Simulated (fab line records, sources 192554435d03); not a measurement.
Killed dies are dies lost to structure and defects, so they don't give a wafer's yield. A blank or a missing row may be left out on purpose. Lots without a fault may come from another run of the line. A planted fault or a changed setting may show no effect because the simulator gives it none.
Chamber matching | flow n5_finfet | N5_FIN_CUT_CUT_ETCH_15 on rie_si-05: 4 sister chambers
The step etches Si in HBr/Cl2/O2, target depth 100 nm, bt time 10 s, time 42.4 s. 4 wafers are shown with their chamber, then 10 later ones without.

WAFERS WITH THEIR CHAMBER
wafer  | chamber | drypump_motor_current_A (A)
L080.3 | 3       | 6.1
L080.5 | 2       | 4.9
L084.1 | 0       | 6.0
L084.4 | 1       | 5.7

WAFERS WITHOUT THEIR CHAMBER
wafer  | drypump_motor_current_A (A)
L084.5 | 4.9
L090.1 | 6.0
L090.2 | 5.8
L090.3 | 4.9
L091.1 | 5.7
L091.4 | 6.0
L091.6 | 4.9
L095.2 | 6.1
L095.3 | 4.9
L095.6 | 4.9

WHICH CHAMBER EACH WENT THROUGH
wafer  | from the rows above | in truth
L084.5 | 2                   | 2
L090.1 | 0                   | 0
L090.2 | 1                   | 1
L090.3 | 2                   | 2
L091.1 | 1                   | 1
L091.4 | 0                   | 0
L091.6 | 2                   | 2
L095.2 | 3                   | 3
L095.3 | 2                   | 2
L095.6 | 2                   | 2
Placed correctly: 10 of 10. Can't be placed from these rows: 0. Placed wrongly: 0.
How it was worked out, from the rows above alone: a wafer's distance from a chamber is the root of the sum, over the readings, of the square of ((its reading less the chamber's mean) divided by the reading's scatter). The wafer belongs to the nearest chamber; if the next one is less than 2 further off, it can't be placed. A chamber's mean is the mean of its shown wafers. The scatter: with one shown wafer a chamber, the root of the mean of the squares of how far each hidden wafer lies from its nearest shown one.
